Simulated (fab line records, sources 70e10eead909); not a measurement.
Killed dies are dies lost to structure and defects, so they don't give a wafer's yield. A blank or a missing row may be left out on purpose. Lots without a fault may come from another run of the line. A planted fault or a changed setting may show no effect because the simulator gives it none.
fab line records | flow nand_harc
record lots=5 wafers=15 last_day=31
route steps=1302 shown P_ZERO_WELL@44 END@1302
lots that met no fault: from a run of the same line without faults
start_h: hours from the record's first day to the start of the lot's first wafer shown | wait_h: hours since the lot's step before | " the same as in the row above | L1.1+2: a row that stands for several wafers | - no value, or no start given | * or withheld: withheld | < > ~ a bound
route shown NAME@n: a module of which the file shows steps, and the number in the route of the first | usual: mean/standard deviation of fault-free wafers | same: alike in all rows | chamber/n: place in a boat | sites: the reading at each site | _std_site: their standard deviation | _edge_site: outer sites' mean less inner sites' | radius_mm: how far each site lies from the wafer's centre | mask NAME#n: copy n | behind: the tool/chamber that last shaped the wafer | hold: why the lot was held/for how many hours/how that ended | device: the transistor (n, p or np) that didn't switch | end of line: the same wafers' tests at the end of the route | a step without rows: its recipe alone | killed: dies lost to structure and defects at the first sort, not the wafer's yield | map: a wafer's dies, x killed, . not, _ none there
set.NAME: the setting as run; set.NAME@STEP: as run at that earlier step | model.NAME: the simulator's own value behind a step, which no gauge read
lots at some steps of the route; a table a step, a row a wafer
services: from which hour (start_h, from the record's first day; less than 0 if before it) a tool's chamber was out of use, for how many hours, and why
## steps
# step NHARC_P_ZERO_WELL_CD_MEAS_37
# recipe target_cd_nm=720 landing_energy_ev=500
# usual cd_nm=718.9/1.7
# same landing_energy_ev=500
# columns lot.wafer tool chamber start_h wait_h cd_nm
L747.1 cd_sem-03 0 54.09 - 718.5
L747.4 " 0 " " 717.7
L747.5 " 0 " " 717.8
L750.2 cd_sem-01 0 84.17 - 720.7
L750.3 " 0 " " 719.5
L750.5 " 0 " " 718.9
L758.2 cd_sem-01 0 164.23 - 718.2
L758.3 " 0 " " 720.5
L758.6 " 0 " " 720.1
L759.1 cd_sem-03 0 174.26 - 720.6
L759.4 " 0 " " 721.0
L759.6 " 0 " " 718.9
L762.1 cd_sem-03 0 204.39 - 718.8
L762.3 " 0 " " 717.4
L762.4 " 0 " " 720.4
# step NHARC_P_ZERO_WELL_HARDBAKE_38
# recipe temp_c=125 time_s=80
# step NHARC_P_ZERO_WELL_DESCUM_39
# recipe time_s=3 o2_flow_sccm=200 ar_flow_sccm=0 bias_power_w=0 chemistry=O2
# usual drypump_motor_current_A=5.6/0.62 oes_product_au=1.002/0.0098 rf_vpp_V=57.8/0.91 showerhead_plenum_p_Torr=1.91/0.072 throttle_valve_pct=11.310/0.0082
# columns lot.wafer tool chamber start_h wait_h drypump_motor_current_A oes_product_au rf_hours_counter_h rf_vpp_V showerhead_plenum_p_Torr throttle_valve_pct
L747.4 rie_diel-01 2 54.28 - 5.7 0.995 8 58.0 1.94 11.313
L747.1 " 3 " " 4.9 0.996 5 58.2 1.85 11.327
L747.5 " 1 " " 6.7 1.006 - 57.6 1.97 11.312
L750.3 rie_diel-05 1 84.32 - 4.8 0.997 6 56.4 1.86 11.312
L750.2 " 3 " " 4.9 0.995 8 59.1 1.80 11.309
L750.5 " 1 " " 4.8 0.996 - 58.3 1.86 11.321
L758.3 rie_diel-05 1 164.38 - 4.8 1.004 31 58.0 1.85 11.301
L758.2 " 3 " " 4.9 0.990 34 56.4 1.79 11.296
L758.6 " 1 " " 4.8 1.009 - 57.5 1.85 11.307
L759.4 rie_diel-06 0 174.44 - 5.7 1.003 14 56.6 2.02 11.308
L759.1 " 1 " " 5.5 0.994 13 56.5 1.98 11.320
L759.6 " 2 " " 5.0 1.016 - 58.3 1.91 11.306
L762.1 rie_diel-05 2 204.56 - 6.3 1.009 47 57.7 1.86 11.312
L762.3 " 0 " " 5.3 1.002 49 57.4 1.90 11.308
L762.4 " 1 " " 4.8 1.007 47 57.9 1.85 11.306
# step NHARC_P_ZERO_WELL_IMPLANT_40
# recipe energy_kev=300 dose_cm2=1e+13 tilt_deg=7
# step NHARC_P_ZERO_WELL_IMPLANT_59
# recipe energy_kev=120 dose_cm2=5e+12 tilt_deg=7
# step NHARC_P_ZERO_WELL_IMPLANT_60
# recipe energy_kev=30 dose_cm2=2e+12 tilt_deg=7
# step NHARC_P_ZERO_WELL_STRIP_41
# recipe time_s=840 temp_c=130 chemistry=SPM
# step NHARC_P_ZERO_WELL_DEHYDRATE_44
# recipe temp_c=150 time_s=120
# step NHARC_P_ZERO_WELL_HMDS_45
# recipe time_s=30
# step NHARC_P_ZERO_WELL_COAT_46
# recipe spin_rpm=withheld
# step NHARC_P_ZERO_WELL_SOFTBAKE_47
# recipe temp_c=122 time_s=95
# step NHARC_P_ZERO_WELL_EBR_48
# step NHARC_P_ZERO_WELL_EXPOSE_49
# recipe na=0.6 target_cd_nm=2000 dose_mj=22.64 mask_id=P_HVPW
# columns lot.wafer tool chamber start_h wait_h mask
L747.1+4+5 krf_scanner-01 0 55.45 - P_HVPW#0
L750.2+3+5 krf_scanner-03 0 85.65 - P_HVPW_R1#0
L758.2+3+6 krf_scanner-03 0 165.71 - P_HVPW#0
L759.1+4+6 krf_scanner-03 0 175.66 - P_HVPW#0
L762.1+3+4 krf_scanner-02 0 205.89 - P_HVPW#0
# step NHARC_P_ZERO_WELL_PEB_50
# recipe peb_temp_c=118 peb_time_s=85
# step NHARC_P_ZERO_WELL_DEVELOP_51
# recipe time_s=70
# step NHARC_P_ZERO_WELL_CD_MEAS_52
# recipe target_cd_nm=2000 landing_energy_ev=500
# usual cd_nm=1999.7/2
# same landing_energy_ev=500
# columns lot.wafer tool chamber start_h wait_h cd_nm
L747.1 cd_sem-02 0 55.61 - 2000.8
L747.4 " 0 " " 2000.8
L747.5 " 0 " " 1999.6
L750.2 cd_sem-03 0 85.80 - 1511.3
L750.3 " 0 " " 1508.4
L750.5 " 0 " " 1510.4
L758.2 cd_sem-02 0 165.86 - 1998.6
L758.3 " 0 " " 1999.9
L758.6 " 0 " " 2002.7
L759.1 cd_sem-02 0 175.81 - 2002.3
L759.4 " 0 " " 2001.8
L759.6 " 0 " " 2000.9
L762.1 cd_sem-01 0 206.05 - 2004.0
L762.3 " 0 " " 2003.0
L762.4 " 0 " " 2001.4
# step NHARC_P_ZERO_WELL_HARDBAKE_53
# recipe temp_c=125 time_s=80
# step NHARC_P_ZERO_WELL_DESCUM_54
# recipe time_s=3 o2_flow_sccm=200 ar_flow_sccm=0 bias_power_w=0 chemistry=O2
# usual drypump_motor_current_A=5.6/0.64 oes_product_au=1.003/0.011 rf_vpp_V=57.7/0.88 showerhead_plenum_p_Torr=1.90/0.066 throttle_valve_pct=11.310/0.0091
# columns lot.wafer tool chamber start_h wait_h drypump_motor_current_A oes_product_au rf_hours_counter_h rf_vpp_V showerhead_plenum_p_Torr throttle_valve_pct model.P_ZERO_WELL.cd_nm
L747.4 rie_diel-01 1 55.77 - 6.7 1.022 7 58.1 1.97 11.316 2001
L747.1 " 3 " " 4.9 1.002 5 56.8 1.85 11.325 2001
L747.5 " 1 " " 6.7 1.016 - 57.6 1.97 11.299 2000
L750.3 rie_diel-06 3 85.97 - 6.5 1.012 45 58.5 1.81 11.318 1509
L750.2 " 1 " " 5.4 1.018 44 58.0 1.99 11.310 1511
L750.5 " 3 " " 6.5 1.017 - 58.6 1.81 11.315 1510
L758.2 rie_diel-06 2 166.04 - 5.0 1.009 10 58.5 1.91 11.310 1999
L758.3 " 3 " " 6.5 1.005 11 57.3 1.80 11.312 2000
L758.6 " 1 " " 5.4 1.000 - 58.0 1.98 11.314 2002
L759.4 rie_diel-06 2 175.99 - 5.0 1.008 16 57.8 1.91 11.311 2002
L759.1 " 3 " " 6.5 0.995 17 58.7 1.80 11.300 2003
L759.6 " 2 " " 5.0 1.011 - 59.6 1.91 11.324 2001
L762.1 rie_diel-05 1 206.21 - 4.8 1.019 48 59.3 1.85 11.302 2005
L762.4 " 2 " " 6.3 0.993 48 57.9 1.86 11.325 2001
L762.3 " 0 " " 5.2 1.005 50 56.4 1.90 11.324 2002
# step NHARC_P_ZERO_WELL_IMPLANT_55
# recipe energy_kev=180 dose_cm2=8e+11 tilt_deg=7
# step NHARC_END_SORT_01
# recipe temp_c=25
# usual killed_at_array=53/19 killed_at_other=0.7/1.1 killed_at_periphery=4.2/2.7 killed_dies=58/18 killed_open=3.1/1.9 killed_short=2.5/1.6
# same gross_dies=677
# columns lot.wafer tool chamber start_h wait_h killed_at_array killed_at_other killed_at_periphery killed_dies killed_open killed_short
L750.2 prober-01 0 616.95 2.8 38 0 632 670 4 4
L750.3 prober-01 0 617.75 3.1 42 0 628 670 5 1
L750.5 prober-01 0 619.36 3.7 46 0 622 668 4 4
L759.1 prober-01 0 691.31 2.5 67 0 5 72 3 3
L759.4 prober-01 0 693.69 3.4 59 0 3 62 0 1
L759.6 prober-01 0 695.27 4.0 82 0 9 91 7 3
# killed by level:class
L750.2 P_ZERO_WELL:area_expose=625 A_CHANNEL_HOLE_D2:chamber_film_flake=20 P_GATE:chamber_film_flake=6 A_CHANNEL_HOLE_D1:chamber_film_flake=3 A_STAIRCASE:chamber_film_flake=3 A_WL_FILL:chamber_film_flake=3 A_SOURCE_PLATE:geometric_particle:short=2 P_CONTACT:geometric_particle:open=1
L750.3 P_ZERO_WELL:area_expose=624 A_CHANNEL_HOLE_D2:chamber_film_flake=23 A_DECK1_JOINT:chamber_film_flake=5 A_CHANNEL_HOLE_D1:chamber_film_flake=4 P_GATE:chamber_film_flake=3 A_CHANNEL_FILL_D1:geometric_particle:open=2 A_WL_FILL:chamber_film_flake=2 P_STI:geometric_particle:open=1
L750.5 P_ZERO_WELL:area_expose=616 A_CHANNEL_HOLE_D2:chamber_film_flake=29 A_WL_FILL:chamber_film_flake=4 A_CONTACT:chamber_film_flake=4 A_M0:geometric_particle:open=2 P_GATE:chamber_film_flake=2 A_CHANNEL_HOLE_D1:chamber_film_flake=2 P_GATE:geometric_particle:short=1
L759.1 A_SLIT:chamber_film_flake=34 A_CHANNEL_HOLE_D1:chamber_film_flake=20 A_CONTACT:chamber_film_flake=7 P_ZERO_WELL:chamber_film_flake=2 P_ZERO_WELL:geometric_particle:short=1 A_CHANNEL_HOLE_D1:geometric_particle:open=1 A_ONON_D2:geometric_particle:short=1 A_WL_FILL:geometric_particle:short=1
L759.4 A_SLIT:chamber_film_flake=26 A_CHANNEL_HOLE_D1:chamber_film_flake=23 A_CONTACT:chamber_film_flake=5 A_STAIRCASE:chamber_film_flake=3 A_BLC:chamber_film_flake=2 P_GATE:geometric_particle:short=1 P_ZERO_WELL:chamber_film_flake=1 P_GATE:chamber_film_flake=1
L759.6 A_CHANNEL_HOLE_D1:chamber_film_flake=29 A_SLIT:chamber_film_flake=28 A_CONTACT:chamber_film_flake=9 P_STI:chamber_film_flake=3 A_WL_FILL:chamber_film_flake=3 P_GATE:geometric_particle:open=2 A_CHANNEL_HOLE_D2:chamber_film_flake=2 A_BLC:chamber_film_flake=2
# map L750.2 (x killed, . not)
____________x____________
_________x.xxxxx_________
_______xxxxxxxxxx._______
______xxxxxxxx.xxxx______
_____x.xxxxxxxxxxxx._____
____xxxxxxxxxxxxxxxxx____
____xxxxxxxxxxxxxxxxx____
___xxxxxxxxxxxxxxxxxxx___
___xxxxxxxxxxxxxxxxxxx___
__xxxxxxxxxxxxxxxxxxxxx__
__xxxxxxxxxxxxxxxxxxxxx__
_xxxxxxxxxxxxxxxxxxxxxxx_
_.xxxxxxxxxxxxxxxxxxxxxx_
_xxxxxxxxxxxxxxxxxxxxxxx_
_xxxxxxxxxxxxxxxxxxxxxxx_
_xxxxxxxxxxxxxxxxxxxxxxx_
xxxxxxxxxxxxxxxxxxxxxxxxx
.xxxxxxxxxxxxxxxxxxxxxxxx
xxxxxxxxxxxxxxxxxxxxxxxxx
xxxxxxxxxxxxxxxxxxxxxxxxx
xxxxxxxxxxxxxxxxxxxxxxxxx
_xxxxxxxxxxxxxxxxxxxxxxx_
_xxxxxxxxxxxxxxxxxxxxxxx_
_xxxxxxxxxxxxxxxxxxxxxxx_
_xxxxxxxxxxxxxxxxxxxxxxx_
_xxxxxxxxxxxxxxxxxxxxxxx_
__xxxxxxxxxxxxxxxxxxxxx__
__xxxxxxxxxxxxxxxxxxxxx__
___xxxxxxxxxxxxxxxxxxx___
___xxxxxxxxxxxxxxxxxxx___
____xxxxxxxxxxxxxxxxx____
____xxxxxxxxxxxxxxxxx____
_____xxxxxxxxxxxxxxx_____
______xxxxxxxxxxxxx______
_______xxxxxxxxxxx_______
_________xxxxxxx_________
____________x____________
# map L758.3 (x killed, . not)
____________.____________
_________......._________
_______.......x..._______
______....x........______
_____.......x......._____
____.......x.........____
____......x..........____
___...................___
___.........x.........___
__.....................__
__.....................__
_......................._
_..........x............_
_......................._
_...........x..........._
_......................._
.........................
........................x
..............x..........
.........................
x........................
_......................._
_................x......_
_......................._
_....................x.._
_......................._
__.....................__
__..................x..__
___...................___
___.....x.....x.......___
____.x........x......____
____.........xx......____
_____....xxxx...x..._____
______.x...x.xxx..x______
_______...xxxxx.x._______
_________x.xxxx._________
____________.____________
## services
# columns tool chamber start_h hours kind
rie_diel-05 0 36.18 - clean
rie_diel-05 1 36.18 - clean
rie_diel-05 2 36.18 - clean
rie_diel-05 3 36.18 - clean
rie_diel-06 0 36.38 - clean
rie_diel-06 1 36.38 - clean
rie_diel-06 2 36.38 - clean
rie_diel-06 3 36.38 - clean
rie_diel-06 0 40.20 6.9 repair
krf_scanner-03 - 52.00 4.0 pm
rie_diel-05 - 52.63 9.0 pm
rie_diel-05 0 52.63 9.0 vent_cycle
rie_diel-05 1 52.63 9.0 vent_cycle
rie_diel-05 2 52.63 9.0 vent_cycle
rie_diel-05 3 52.63 9.0 vent_cycle
rie_diel-06 0 60.88 - clean
rie_diel-06 0 66.69 34.7 repair
krf_scanner-02 - 94.00 4.0 pm
rie_diel-06 - 130.25 9.0 pm
rie_diel-01 2 136.15 1.5 repair
krf_scanner-01 - 140.00 4.0 pm
krf_scanner-01 - 153.35 0.2 repair
krf_scanner-03 - 179.88 0.3 repair
rie_diel-01 - 204.26 9.0 pm
## key
first_sign step=NHARC_P_ZERO_WELL_EXPOSE_49 reading=mask direction=changed
effect step=NHARC_P_ZERO_WELL_CD_MEAS_52 reading=cd_nm direction=down sigmas=99+ usual=1999.7 struck=1510.0
effect step=NHARC_END_SORT_01 reading=killed_at_periphery direction=up sigmas=99+ usual=4.2 struck=627.3
model_effect step=NHARC_P_ZERO_WELL_DESCUM_54 value=P_ZERO_WELL.cd_nm without=2001 struck=1510
more_kills_born_at NHARC_P_ZERO_WELL_EXPOSE_49@krf_scanner-03=1865
met_at NHARC_P_ZERO_WELL_EXPOSE_49
struck_wafers L750.2,L750.3,L750.5
later_rows_left_out L750.2,L750.3,L750.5
tester_left_out L750
fault kind=wrong_mask tool=any chamber=- onset_h=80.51 steps=NHARC_P_ZERO_WELL_EXPOSE_49 aux_copy=P_HVPW_R1#0 cd_offset_nm=-491.15 scope=struck_lots_only
# tester_left_out: of these lots the tester's yield and bins aren't shown, on N5 and GAA mostly nor the transistor test; their killed dies are dies lost to structure and defects alone, not to doping, threshold or leakage, so they don't give the yield
# later_rows_left_out: the simulator's readings of these wafers behind a module that went badly wrong aren't trusted and aren't shown, but for the sort
